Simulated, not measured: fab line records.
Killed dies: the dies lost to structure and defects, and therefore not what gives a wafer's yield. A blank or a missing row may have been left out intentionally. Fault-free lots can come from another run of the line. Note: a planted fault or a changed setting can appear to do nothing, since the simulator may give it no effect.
Matching of chambers ; flow n5Finfet ; N5_BEOL_M11_DEP_56 on pecvd-01 has 3 sister chambers
The step deposits SiCN from 3MS/NH3, target thk 30 nm, time 10.5 s. 3 wafers are shown with their chamber, then 10 later ones without.

WAFERS PAIRED WITH THEIR CHAMBERS
wafer;chamber;throttleValvePct (%)
L086.5;2;17.4
L089.1;0;19.2
L089.2;1;17.2

WAFERS WHOSE CHAMBER IS MISSING
wafer;throttleValvePct (%)
L089.5;17.0
L091.3;17.1
L091.4;17.1
L091.6;19.5
L093.1;17.1
L093.3;19.2
L093.6;19.7
L096.1;17.0
L096.5;19.3
L096.6;17.4

CHAMBER TAKEN BY EACH
wafer;from the rows above;in truth
L089.5;can't be placed: 1 or 2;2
L091.3;can't be placed: 1 or 2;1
L091.4;can't be placed: 1 or 2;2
L091.6;0;0
L093.1;can't be placed: 1 or 2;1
L093.3;0;0
L093.6;0;0
L096.1;can't be placed: 1 or 2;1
L096.5;0;0
L096.6;can't be placed: 2 or 1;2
Correctly placed: 4 of 10. Not placeable from these rows: 6 (in 6, the candidates include the true chamber). Number placed wrongly: 0.
How it was worked out, from the rows above alone: a wafer's distance from a chamber is the root of the sum, over the readings, of the square of ((its reading less the chamber's mean) divided by the reading's scatter). If the next closest chamber is less than 2 further off than the closest, the wafer can't be placed; otherwise it belongs to the closest. A chamber's mean is the mean of its shown wafers. The scatter: with one shown wafer a chamber, the root of the mean of the squares of how far each hidden wafer lies from its nearest shown one.
